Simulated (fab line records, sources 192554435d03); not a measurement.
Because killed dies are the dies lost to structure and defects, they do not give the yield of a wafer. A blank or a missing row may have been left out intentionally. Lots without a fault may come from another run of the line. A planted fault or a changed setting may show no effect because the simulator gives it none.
fab line records ; flow n5-finfet
[record] lots = 5; wafers = 15; last-day = 16
route steps=1938 shown BEOL_M1@806
lots untouched by any fault: they come from a run of this same line in which no faults occurred
start-h: hours from the record's first day to the start of the lot's first wafer shown ; wait-h: how many hours have passed since the lot's step before this one ; " the same as in the row above ; L1.1+2: several wafers, shown together as one row ; - value missing, or start not given ; * or withheld: withheld ; < > ~ a bound
route shown NAME@n: names a module that has steps shown in the file, with the first one's number in the route ; usual: mean and standard deviation over wafers with no fault ; same: alike in all rows ; chamber/n: place in a boat ; sites: per-site readings ; _std_site: standard deviation of those values ; _edge_site: mean of outer sites minus mean of inner sites ; radius-mm: how far each site lies from the wafer's centre ; mask NAME#n: copy n ; behind: the most recent tool/chamber to have shaped the wafer ; hold: why the lot was held/for how many hours/how that ended ; device: transistor that didn't switch, given as n, p or np ; end of line: at the end of the route, the tests of the same wafers ; a step given without rows: its recipe and nothing more ; killed: count of dies lost to structure and defects at first sort (not the wafer's yield) ; map: per-die view of a wafer (x killed, . not killed, _ where there is no die)
set.NAME: the setting the step ran with; set.NAME@STEP: the setting that earlier step ran with ; model.NAME: the simulator's own value behind a step, which no gauge read
lots at selected steps of the route; one table per step, one row per wafer
services: from which hour (start-h, from the record's first day; less than 0 if before it) a tool's chamber was out of use, for how many hours, and why
[[steps]]
[step N5_BEOL_M1_PRECLEAN_42]
[recipe] chemistry = residue-remover; time-s = 60; temp-c = 40
[usual] bath-guard-temp-C = 40.1/0.42
lot.wafer;tool;chamber;start-h;wait-h;bath-guard-temp-C
L074.1;wet-bench-03;4;125.29;0.0;40.4
L074.2;wet-bench-03;3;125.29;0.0;39.8
L074.6;wet-bench-03;5;125.29;0.0;40.6
L082.1;wet-bench-04;3;181.67;0.0;40.1
L082.4;wet-bench-04;2;181.67;0.0;39.9
L082.5;wet-bench-04;6;181.67;0.0;39.7
L091.2;wet-bench-04;3;227.69;0.0;40.5
L091.4;wet-bench-04;0;227.69;0.0;40.7
L091.6;wet-bench-04;7;227.69;0.0;39.8
L094.1;wet-bench-06;4;246.58;0.0;41.0
L094.3;wet-bench-06;1;246.58;0.0;39.9
L094.5;wet-bench-06;2;246.58;0.0;40.5
L095.3;wet-bench-06;4;254.09;0.0;40.8
L095.5;wet-bench-06;1;254.09;0.0;39.8
L095.6;wet-bench-06;6;254.09;0.0;39.6
[step N5_BEOL_M1_SRD_43]
[recipe] time-s = 30; temp-c = 23; rinse-liquid = diw; dry = ipa-marangoni
lot.wafer;tool;chamber;start-h;wait-h
L074.1+2+6;wet-bench-03;4,3,5;125.30;0.0
L082.1+4+5;wet-bench-04;3,2,6;181.69;0.0
L091.2+4+6;wet-bench-04;3,0,7;227.71;0.0
L094.1+3+5;wet-bench-06;4,1,2;246.60;0.0
L095.3+5+6;wet-bench-06;4,1,6;254.11;0.0
[step N5_BEOL_M1_CD_MEAS_35]
[recipe] target-cd-nm = 18; target-cd-y-nm = 21; polarity = opening
[usual] cd-nm = 18.1/0.41
lot.wafer;tool;chamber;start-h;wait-h;cd-nm
L074.1;cd-sem-01;-;125.35;0.0;18.3
L074.2;cd-sem-01;-;125.35;0.0;18.3
L074.6;cd-sem-01;-;125.35;0.0;17.7
L082.1;cd-sem-03;-;181.73;0.0;17.7
L082.4;cd-sem-03;-;181.73;0.0;17.6
L082.5;cd-sem-03;-;181.73;0.0;17.5
L091.2;cd-sem-01;-;227.75;0.0;17.7
L091.4;cd-sem-01;-;227.75;0.0;18.4
L091.6;cd-sem-01;-;227.75;0.0;18.0
L094.1;cd-sem-02;-;246.64;0.0;18.9
L094.3;cd-sem-02;-;246.64;0.0;17.9
L094.5;cd-sem-02;-;246.64;0.0;18.4
L095.3;cd-sem-02;-;254.16;0.0;18.1
L095.5;cd-sem-02;-;254.16;0.0;18.9
L095.6;cd-sem-02;-;254.16;0.0;17.8
[step N5_BEOL_M1_DEGAS_44]
[recipe] ambient = vacuum; temp-c = 250; time-s = 60
[usual] heater-power-w = 332/16
lot.wafer;tool;chamber;start-h;wait-h;heater-power-w
L074.1;pvd-sputter-03;-;125.46;0.1;337
L074.2;pvd-sputter-03;-;125.46;0.1;313
L074.6;pvd-sputter-03;-;125.46;0.1;338
L082.1;pvd-sputter-03;-;181.79;0.1;334
L082.4;pvd-sputter-03;-;181.79;0.1;312
L082.5;pvd-sputter-03;-;181.79;0.1;308
L091.2;pvd-sputter-02;-;228.26;0.5;351
L091.4;pvd-sputter-02;-;228.26;0.5;341
L091.6;pvd-sputter-02;-;228.26;0.5;337
L094.1;pvd-sputter-01;-;246.81;0.2;320
L094.3;pvd-sputter-01;-;246.81;0.2;326
L094.5;pvd-sputter-01;-;246.81;0.2;332
L095.3;pvd-sputter-01;-;254.29;0.1;327
L095.5;pvd-sputter-01;-;254.29;0.1;323
L095.6;pvd-sputter-01;-;254.29;0.1;347
[step N5_BEOL_M1_PRE_CLEAN_45]
[recipe] gas = H2/He; time-s = 30; temp-c = 250
[usual] heater-power-w = 332/17
lot.wafer;tool;chamber;start-h;wait-h;heater-power-w
L074.1;pvd-sputter-03;-;125.50;0.0;330
L074.2;pvd-sputter-03;-;125.50;0.0;307
L074.6;pvd-sputter-03;-;125.50;0.0;348
L082.1;pvd-sputter-03;-;181.83;0.0;332
L082.4;pvd-sputter-03;-;181.83;0.0;301
L082.5;pvd-sputter-03;-;181.83;0.0;310
L091.2;pvd-sputter-02;-;228.30;0.0;353
L091.4;pvd-sputter-02;-;228.30;0.0;338
L091.6;pvd-sputter-02;-;228.30;0.0;344
L094.1;pvd-sputter-01;-;246.85;0.0;325
L094.3;pvd-sputter-01;-;246.85;0.0;319
L094.5;pvd-sputter-01;-;246.85;0.0;319
L095.3;pvd-sputter-01;-;254.34;0.0;326
L095.5;pvd-sputter-01;-;254.34;0.0;325
L095.6;pvd-sputter-01;-;254.34;0.0;346
[step N5_BEOL_M1_ALD_84]
[recipe] material = TaN; target-thk-a = *; temp-c = 275; ald-precursor-family = PDMAT; ald-co-reactant = NH3; pressure-torr = 3; carrier-flow-sccm = 1500; pulse-time-s = 2; purge-time-s = 3; co-reactant-purge-time-s = 2; co-reactant-pulse-time-s = 3; ald-cycles = 30; precursor-vessel-temp-c = 75; precursor-vessel-pressure-torr = 26.25; precursor-vessel-carrier-sccm = 1000
[usual] heater-power-w = 409/28; precursor-vessel-carrier-sccm = 1000/3.1
lot.wafer;tool;chamber;start-h;wait-h;heater-power-w;precursor-vessel-carrier-sccm
L074.1;ald-metal-02;2;125.56;0.0;404;1002
L074.2;ald-metal-02;0;125.56;0.0;413;998
L074.6;ald-metal-02;3;125.56;0.0;411;1004
L082.1;ald-metal-02;2;181.89;0.0;391;1001
L082.4;ald-metal-02;3;181.89;0.0;408;995
L082.5;ald-metal-02;2;181.89;0.0;389;1001
L091.2;ald-metal-04;0;228.42;0.1;415;1001
L091.4;ald-metal-04;2;228.42;0.1;395;999
L091.6;ald-metal-04;0;228.42;0.1;414;1000
L094.1;ald-metal-02;0;246.92;0.0;408;995
L094.3;ald-metal-02;1;246.92;0.0;446;1004
L094.5;ald-metal-02;3;246.92;0.0;410;1000
L095.3;ald-metal-01;2;254.49;0.1;375;1000
L095.5;ald-metal-01;0;254.49;0.1;361;1000
L095.6;ald-metal-01;3;254.49;0.1;435;1006
[step N5_BEOL_M1_SURFACE_TREAT_85]
[recipe] gas = Ar; time-s = *; ion-energy-ev = *; ion-current-ma-cm2 = 0.5; pressure-mtorr = *; ar-flow-sccm = 30
[usual] throttle-valve-pct = *
lot.wafer;tool;chamber;start-h;wait-h;throttle-valve-pct
L074.1;pvd-sputter-02;-;125.89;0.2;*
L074.2;pvd-sputter-02;-;125.89;0.2;*
L074.6;pvd-sputter-02;-;125.89;0.2;*
L082.1;pvd-sputter-03;-;182.11;0.1;*
L082.4;pvd-sputter-03;-;182.11;0.1;*
L082.5;pvd-sputter-03;-;182.11;0.1;*
L091.2;pvd-sputter-02;-;228.74;0.2;*
L091.4;pvd-sputter-02;-;228.74;0.2;*
L091.6;pvd-sputter-02;-;228.74;0.2;*
L094.1;pvd-sputter-02;-;247.17;0.1;*
L094.3;pvd-sputter-02;-;247.17;0.1;*
L094.5;pvd-sputter-02;-;247.17;0.1;*
L095.3;pvd-sputter-02;-;254.73;0.1;*
L095.5;pvd-sputter-02;-;254.73;0.1;*
L095.6;pvd-sputter-02;-;254.73;0.1;*
[step N5_BEOL_M1_CVD_47]
[recipe] material = Co; target-thk-a = 30; temp-c = withheld; precursor = CCTBA/H2; pressure-torr = 30; time-s = 223.8
lot.wafer;tool;chamber;start-h;wait-h
L074.1+2+6;cvd-co-02;1,0,1;125.95;0.0
L082.1+4+5;cvd-co-02;1,0,2;182.17;0.0
L091.2+4+6;cvd-co-02;0,1,0;228.81;0.0
L094.1+3+5;cvd-co-01;2,0,2;247.24;0.1
L095.3+5+6;cvd-co-01;2,2,0;254.91;0.2
[step N5_BEOL_M1_SPUTTER_48]
[recipe] material = Cu; target-thk-a = 45; temp-c = -20; chamber-pressure-pa = 0.07; power-w = withheld; time-s = 8.29
[usual] chuck-gas-flow-sccm = 1.25/0.048; throttle-valve-pct = 29.6/0.65
lot.wafer;tool;chamber;start-h;wait-h;chuck-gas-flow-sccm;throttle-valve-pct
L074.1;pvd-sputter-01;-;127.26;1.2;1.27;29.6
L074.2;pvd-sputter-01;-;127.26;1.2;1.27;29.8
L074.6;pvd-sputter-01;-;127.26;1.2;1.28;28.9
L082.1;pvd-sputter-01;-;182.33;0.1;1.28;29.5
L082.4;pvd-sputter-01;-;182.33;0.1;1.25;28.7
L082.5;pvd-sputter-01;-;182.33;0.1;1.29;29.7
L091.2;pvd-sputter-02;-;229.02;0.1;1.24;29.5
L091.4;pvd-sputter-02;-;229.02;0.1;1.22;30.6
L091.6;pvd-sputter-02;-;229.02;0.1;1.32;30.1
L094.1;pvd-sputter-02;-;247.40;0.1;1.22;29.7
L094.3;pvd-sputter-02;-;247.40;0.1;1.29;30.5
L094.5;pvd-sputter-02;-;247.40;0.1;1.28;29.9
L095.3;pvd-sputter-01;-;255.21;0.2;1.22;29.6
L095.5;pvd-sputter-01;-;255.21;0.2;1.24;29.7
L095.6;pvd-sputter-01;-;255.21;0.2;1.28;29.0
[step N5_BEOL_M1_ANNEAL_49]
[recipe] temp-c = 400; time-s = 240; ambient = vacuum
[usual] heater-power-w = 822/39
lot.wafer;tool;chamber;start-h;wait-h;heater-power-w
L074.1;pvd-sputter-01;-;127.34;0.0;857
L074.2;pvd-sputter-01;-;127.34;0.0;800
L074.6;pvd-sputter-01;-;127.34;0.0;812
L082.1;pvd-sputter-01;-;182.41;0.0;824
L082.4;pvd-sputter-01;-;182.41;0.0;796
L082.5;pvd-sputter-01;-;182.41;0.0;771
L091.2;pvd-sputter-02;-;229.10;0.0;817
L091.4;pvd-sputter-02;-;229.10;0.0;851
L091.6;pvd-sputter-02;-;229.10;0.0;748
L094.1;pvd-sputter-02;-;247.48;0.0;825
L094.3;pvd-sputter-02;-;247.48;0.0;835
L094.5;pvd-sputter-02;-;247.48;0.0;719
L095.3;pvd-sputter-01;-;255.29;0.0;838
L095.5;pvd-sputter-01;-;255.29;0.0;816
L095.6;pvd-sputter-01;-;255.29;0.0;826
[step N5_BEOL_M1_SPUTTER_79]
[recipe] material = Cu; target-thk-a = 45; temp-c = -20; chamber-pressure-pa = 0.07; power-w = withheld; time-s = 8.29
[usual] chuck-gas-flow-sccm = 1.25/0.052; throttle-valve-pct = 29.6/0.68
lot.wafer;tool;chamber;start-h;wait-h;chuck-gas-flow-sccm;throttle-valve-pct
L074.1;pvd-sputter-01;-;127.48;0.1;1.22;29.5
L074.2;pvd-sputter-01;-;127.48;0.1;1.35;30.0
L074.6;pvd-sputter-01;-;127.48;0.1;1.27;28.9
L082.1;pvd-sputter-01;-;182.55;0.1;1.26;29.5
L082.4;pvd-sputter-01;-;182.55;0.1;1.20;28.7
L082.5;pvd-sputter-01;-;182.55;0.1;1.25;30.0
L091.2;pvd-sputter-02;-;229.24;0.1;1.32;29.3
L091.4;pvd-sputter-02;-;229.24;0.1;1.21;30.3
L091.6;pvd-sputter-02;-;229.24;0.1;1.24;29.8
L094.1;pvd-sputter-02;-;247.62;0.1;1.28;29.5
L094.3;pvd-sputter-02;-;247.62;0.1;1.20;30.6
L094.5;pvd-sputter-02;-;247.62;0.1;1.22;30.0
L095.3;pvd-sputter-01;-;255.43;0.1;1.22;29.8
L095.5;pvd-sputter-01;-;255.43;0.1;1.24;29.6
L095.6;pvd-sputter-01;-;255.43;0.1;1.15;29.0
[step N5_BEOL_M1_ANNEAL_80]
[recipe] temp-c = 400; time-s = 240; ambient = vacuum
[usual] heater-power-w = 822/37
lot.wafer;tool;chamber;start-h;wait-h;heater-power-w
L074.1;pvd-sputter-01;-;127.56;0.0;851
L074.2;pvd-sputter-01;-;127.56;0.0;789
L074.6;pvd-sputter-01;-;127.56;0.0;807
L082.1;pvd-sputter-01;-;182.63;0.0;844
L082.4;pvd-sputter-01;-;182.63;0.0;797
L082.5;pvd-sputter-01;-;182.63;0.0;829
L091.2;pvd-sputter-02;-;229.32;0.0;823
L091.4;pvd-sputter-02;-;229.32;0.0;841
L091.6;pvd-sputter-02;-;229.32;0.0;744
L094.1;pvd-sputter-02;-;247.70;0.0;834
L094.3;pvd-sputter-02;-;247.70;0.0;835
L094.5;pvd-sputter-02;-;247.70;0.0;747
L095.3;pvd-sputter-01;-;255.51;0.0;808
L095.5;pvd-sputter-01;-;255.51;0.0;815
L095.6;pvd-sputter-01;-;255.51;0.0;809
[step N5_BEOL_M1_SPUTTER_81]
[recipe] material = Cu; target-thk-a = 45; temp-c = -20; chamber-pressure-pa = 0.07; power-w = withheld; time-s = 8.29
[usual] chuck-gas-flow-sccm = 1.26/0.052; throttle-valve-pct = 29.6/0.64
lot.wafer;tool;chamber;start-h;wait-h;chuck-gas-flow-sccm;throttle-valve-pct
L074.1;pvd-sputter-01;-;127.70;0.1;1.23;29.4
L074.2;pvd-sputter-01;-;127.70;0.1;1.26;29.9
L074.6;pvd-sputter-01;-;127.70;0.1;1.21;29.0
L082.1;pvd-sputter-01;-;182.77;0.1;1.24;29.5
L082.4;pvd-sputter-01;-;182.77;0.1;1.20;28.8
L082.5;pvd-sputter-01;-;182.77;0.1;1.22;29.7
L091.2;pvd-sputter-02;-;229.46;0.1;1.20;29.5
L091.4;pvd-sputter-02;-;229.46;0.1;1.24;30.4
L091.6;pvd-sputter-02;-;229.46;0.1;1.21;29.9
L094.1;pvd-sputter-02;-;247.84;0.1;1.33;29.4
L094.3;pvd-sputter-02;-;247.84;0.1;1.32;30.3
L094.5;pvd-sputter-02;-;247.84;0.1;1.30;30.0
L095.3;pvd-sputter-01;-;255.65;0.1;1.19;29.8
L095.5;pvd-sputter-01;-;255.65;0.1;1.20;29.7
L095.6;pvd-sputter-01;-;255.65;0.1;1.21;28.7
[step N5_BEOL_M1_ANNEAL_82]
[recipe] temp-c = 400; time-s = 240; ambient = vacuum
[usual] heater-power-w = 822/36
lot.wafer;tool;chamber;start-h;wait-h;heater-power-w
L074.1;pvd-sputter-01;-;127.78;0.0;861
L074.2;pvd-sputter-01;-;127.78;0.0;809
L074.6;pvd-sputter-01;-;127.78;0.0;828
L082.1;pvd-sputter-01;-;182.85;0.0;847
L082.4;pvd-sputter-01;-;182.85;0.0;817
L082.5;pvd-sputter-01;-;182.85;0.0;793
L091.2;pvd-sputter-02;-;229.54;0.0;796
L091.4;pvd-sputter-02;-;229.54;0.0;826
L091.6;pvd-sputter-02;-;229.54;0.0;755
L094.1;pvd-sputter-02;-;247.92;0.0;807
L094.3;pvd-sputter-02;-;247.92;0.0;873
L094.5;pvd-sputter-02;-;247.92;0.0;754
L095.3;pvd-sputter-01;-;255.73;0.0;822
L095.5;pvd-sputter-01;-;255.73;0.0;800
L095.6;pvd-sputter-01;-;255.73;0.0;835
[step N5_BEOL_M1_SPUTTER_86]
[recipe] material = Cu; target-thk-a = 45; temp-c = -20; chamber-pressure-pa = 0.07; power-w = withheld; time-s = 8.29
[usual] chuck-gas-flow-sccm = 1.26/0.057; throttle-valve-pct = 29.6/0.65
lot.wafer;tool;chamber;start-h;wait-h;chuck-gas-flow-sccm;throttle-valve-pct
L074.1;pvd-sputter-01;-;127.92;0.1;1.36;29.4
L074.2;pvd-sputter-01;-;127.92;0.1;1.16;29.8
L074.6;pvd-sputter-01;-;127.92;0.1;1.21;29.3
L082.1;pvd-sputter-01;-;182.99;0.1;1.26;29.4
L082.4;pvd-sputter-01;-;182.99;0.1;1.26;28.8
L082.5;pvd-sputter-01;-;182.99;0.1;1.31;29.8
L091.2;pvd-sputter-02;-;229.68;0.1;1.27;29.4
L091.4;pvd-sputter-02;-;229.68;0.1;1.32;30.6
L091.6;pvd-sputter-02;-;229.68;0.1;1.28;29.8
L094.1;pvd-sputter-02;-;248.06;0.1;1.31;29.5
L094.3;pvd-sputter-02;-;248.06;0.1;1.24;30.4
L094.5;pvd-sputter-02;-;248.06;0.1;1.34;29.8
L095.3;pvd-sputter-01;-;255.87;0.1;1.33;29.5
L095.5;pvd-sputter-01;-;255.87;0.1;1.35;29.7
L095.6;pvd-sputter-01;-;255.87;0.1;1.26;28.7
[step N5_BEOL_M1_ANNEAL_87]
[recipe] temp-c = 400; time-s = 240; ambient = vacuum
[usual] heater-power-w = 822/38
lot.wafer;tool;chamber;start-h;wait-h;heater-power-w
L074.1;pvd-sputter-01;-;128.00;0.0;851
L074.2;pvd-sputter-01;-;128.00;0.0;797
L074.6;pvd-sputter-01;-;128.00;0.0;827
L082.1;pvd-sputter-01;-;183.07;0.0;839
L082.4;pvd-sputter-01;-;183.07;0.0;792
L082.5;pvd-sputter-01;-;183.07;0.0;837
L091.2;pvd-sputter-02;-;229.76;0.0;833
L091.4;pvd-sputter-02;-;229.76;0.0;843
L091.6;pvd-sputter-02;-;229.76;0.0;748
L094.1;pvd-sputter-02;-;248.14;0.0;802
L094.3;pvd-sputter-02;-;248.14;0.0;826
L094.5;pvd-sputter-02;-;248.14;0.0;773
L095.3;pvd-sputter-01;-;255.95;0.0;800
L095.5;pvd-sputter-01;-;255.95;0.0;804
L095.6;pvd-sputter-01;-;255.95;0.0;802
[step N5_BEOL_M1_SPUTTER_88]
[recipe] material = Cu; target-thk-a = 45; temp-c = -20; chamber-pressure-pa = 0.07; power-w = withheld; time-s = 8.29
[usual] chuck-gas-flow-sccm = 1.26/0.056; throttle-valve-pct = 29.6/0.65
lot.wafer;tool;chamber;start-h;wait-h;chuck-gas-flow-sccm;throttle-valve-pct
L074.1;pvd-sputter-01;-;128.14;0.1;1.31;29.7
L074.2;pvd-sputter-01;-;128.14;0.1;1.30;29.7
L074.6;pvd-sputter-01;-;128.14;0.1;1.20;29.2
L082.1;pvd-sputter-01;-;183.21;0.1;1.21;29.4
L082.4;pvd-sputter-01;-;183.21;0.1;1.26;28.6
L082.5;pvd-sputter-01;-;183.21;0.1;1.27;29.8
L091.2;pvd-sputter-02;-;229.90;0.1;1.25;29.4
L091.4;pvd-sputter-02;-;229.90;0.1;1.27;30.5
L091.6;pvd-sputter-02;-;229.90;0.1;1.18;29.9
L094.1;pvd-sputter-02;-;248.28;0.1;1.23;29.3
L094.3;pvd-sputter-02;-;248.28;0.1;1.21;30.6
L094.5;pvd-sputter-02;-;248.28;0.1;1.18;29.8
L095.3;pvd-sputter-01;-;256.09;0.1;1.31;29.6
L095.5;pvd-sputter-01;-;256.09;0.1;1.20;29.7
L095.6;pvd-sputter-01;-;256.09;0.1;1.33;29.0
[step N5_BEOL_M1_ANNEAL_89]
[recipe] temp-c = 400; time-s = 240; ambient = vacuum
[usual] heater-power-w = 821/37
lot.wafer;tool;chamber;start-h;wait-h;heater-power-w
L074.1;pvd-sputter-01;-;128.22;0.0;836
L074.2;pvd-sputter-01;-;128.22;0.0;793
L074.6;pvd-sputter-01;-;128.22;0.0;831
L082.1;pvd-sputter-01;-;183.29;0.0;864
L082.4;pvd-sputter-01;-;183.29;0.0;798
L082.5;pvd-sputter-01;-;183.29;0.0;805
L091.2;pvd-sputter-02;-;229.98;0.0;809
L091.4;pvd-sputter-02;-;229.98;0.0;845
L091.6;pvd-sputter-02;-;229.98;0.0;753
L094.1;pvd-sputter-02;-;248.36;0.0;818
L094.3;pvd-sputter-02;-;248.36;0.0;834
L094.5;pvd-sputter-02;-;248.36;0.0;739
L095.3;pvd-sputter-01;-;256.17;0.0;798
L095.5;pvd-sputter-01;-;256.17;0.0;809
L095.6;pvd-sputter-01;-;256.17;0.0;827
[step N5_BEOL_M1_SPUTTER_90]
[recipe] material = Cu; target-thk-a = 45; temp-c = -20; chamber-pressure-pa = 0.07; power-w = withheld; time-s = 8.29
[usual] chuck-gas-flow-sccm = 1.27/0.05; throttle-valve-pct = 29.6/0.67
lot.wafer;tool;chamber;start-h;wait-h;chuck-gas-flow-sccm;throttle-valve-pct
L074.1;pvd-sputter-01;-;128.36;0.1;1.32;29.4
L074.2;pvd-sputter-01;-;128.36;0.1;1.27;29.5
L074.6;pvd-sputter-01;-;128.36;0.1;1.22;29.0
L082.1;pvd-sputter-01;-;183.43;0.1;1.31;29.5
L082.4;pvd-sputter-01;-;183.43;0.1;1.30;28.5
L082.5;pvd-sputter-01;-;183.43;0.1;1.22;29.8
L091.2;pvd-sputter-02;-;230.12;0.1;1.20;29.5
L091.4;pvd-sputter-02;-;230.12;0.1;1.31;30.7
L091.6;pvd-sputter-02;-;230.12;0.1;1.26;29.9
L094.1;pvd-sputter-02;-;248.50;0.1;1.16;29.3
L094.3;pvd-sputter-02;-;248.50;0.1;1.31;30.5
L094.5;pvd-sputter-02;-;248.50;0.1;1.31;30.0
L095.3;pvd-sputter-01;-;256.31;0.1;1.34;29.8
L095.5;pvd-sputter-01;-;256.31;0.1;1.30;29.9
L095.6;pvd-sputter-01;-;256.31;0.1;1.26;28.8
[step N5_BEOL_M1_ANNEAL_91]
[recipe] temp-c = 400; time-s = 240; ambient = vacuum
[usual] heater-power-w = 822/37
lot.wafer;tool;chamber;start-h;wait-h;heater-power-w
L074.1;pvd-sputter-01;-;128.44;0.0;868
L074.2;pvd-sputter-01;-;128.44;0.0;804
L074.6;pvd-sputter-01;-;128.44;0.0;795
L082.1;pvd-sputter-01;-;183.51;0.0;850
L082.4;pvd-sputter-01;-;183.51;0.0;792
L082.5;pvd-sputter-01;-;183.51;0.0;817
L091.2;pvd-sputter-02;-;230.20;0.0;818
L091.4;pvd-sputter-02;-;230.20;0.0;856
L091.6;pvd-sputter-02;-;230.20;0.0;751
L094.1;pvd-sputter-02;-;248.58;0.0;809
L094.3;pvd-sputter-02;-;248.58;0.0;835
L094.5;pvd-sputter-02;-;248.58;0.0;775
L095.3;pvd-sputter-01;-;256.39;0.0;821
L095.5;pvd-sputter-01;-;256.39;0.0;808
L095.6;pvd-sputter-01;-;256.39;0.0;805
[step N5_BEOL_M1_SPUTTER_92]
[recipe] material = Cu; target-thk-a = 45; temp-c = -20; chamber-pressure-pa = 0.07; power-w = withheld; time-s = 8.29
[usual] chuck-gas-flow-sccm = 1.26/0.053; throttle-valve-pct = 29.6/0.68
lot.wafer;tool;chamber;start-h;wait-h;chuck-gas-flow-sccm;throttle-valve-pct
L074.1;pvd-sputter-01;-;128.58;0.1;1.25;29.8
L074.2;pvd-sputter-01;-;128.58;0.1;1.31;29.8
L074.6;pvd-sputter-01;-;128.58;0.1;1.23;28.8
L082.1;pvd-sputter-01;-;183.65;0.1;1.23;29.6
L082.4;pvd-sputter-01;-;183.65;0.1;1.30;28.9
L082.5;pvd-sputter-01;-;183.65;0.1;1.28;29.6
L091.2;pvd-sputter-02;-;230.34;0.1;1.25;29.5
L091.4;pvd-sputter-02;-;230.34;0.1;1.21;30.2
L091.6;pvd-sputter-02;-;230.34;0.1;1.32;29.8
L094.1;pvd-sputter-02;-;248.72;0.1;1.32;29.8
L094.3;pvd-sputter-02;-;248.72;0.1;1.32;30.5
L094.5;pvd-sputter-02;-;248.72;0.1;1.21;29.9
L095.3;pvd-sputter-01;-;256.53;0.1;1.29;29.7
L095.5;pvd-sputter-01;-;256.53;0.1;1.28;29.6
L095.6;pvd-sputter-01;-;256.53;0.1;1.19;28.8
[step N5_BEOL_M1_ANNEAL_93]
[recipe] temp-c = 400; time-s = 240; ambient = vacuum
[usual] heater-power-w = 824/38
lot.wafer;tool;chamber;start-h;wait-h;heater-power-w
L074.1;pvd-sputter-01;-;128.66;0.0;887
L074.2;pvd-sputter-01;-;128.66;0.0;805
L074.6;pvd-sputter-01;-;128.66;0.0;829
L082.1;pvd-sputter-01;-;183.73;0.0;845
L082.4;pvd-sputter-01;-;183.73;0.0;764
L082.5;pvd-sputter-01;-;183.73;0.0;831
L091.2;pvd-sputter-02;-;230.42;0.0;811
L091.4;pvd-sputter-02;-;230.42;0.0;839
L091.6;pvd-sputter-02;-;230.42;0.0;747
L094.1;pvd-sputter-02;-;248.80;0.0;834
L094.3;pvd-sputter-02;-;248.80;0.0;823
L094.5;pvd-sputter-02;-;248.80;0.0;756
L095.3;pvd-sputter-01;-;256.61;0.0;811
L095.5;pvd-sputter-01;-;256.61;0.0;815
L095.6;pvd-sputter-01;-;256.61;0.0;817
[[services]]
tool;chamber;start-h;hours;kind
cvd-co-02;0;104.88;5.6;repair
cvd-co-01;1;114.67;-;clean
cvd-co-01;1;114.67;22.0;scheduled-down
cvd-co-01;1;114.67;22.0;vent-cycle
ald-metal-04;-;125.67;0.7;repair
cvd-co-01;-;129.85;14.6;pm
pvd-sputter-01;-;131.36;1.3;repair
ald-metal-02;2;133.25;9.4;repair
ald-metal-01;-;136.63;1.8;repair
cvd-co-02;-;149.86;1.0;repair
ald-metal-01;-;155.45;6.0;pm
ald-metal-01;-;161.45;2.8;pm
ald-metal-02;-;199.16;4.3;pm
ald-metal-02;3;207.40;16.6;repair
ald-metal-04;1;211.18;24.9;repair
cvd-co-01;-;237.63;2.8;pm
[[key]]
fault none
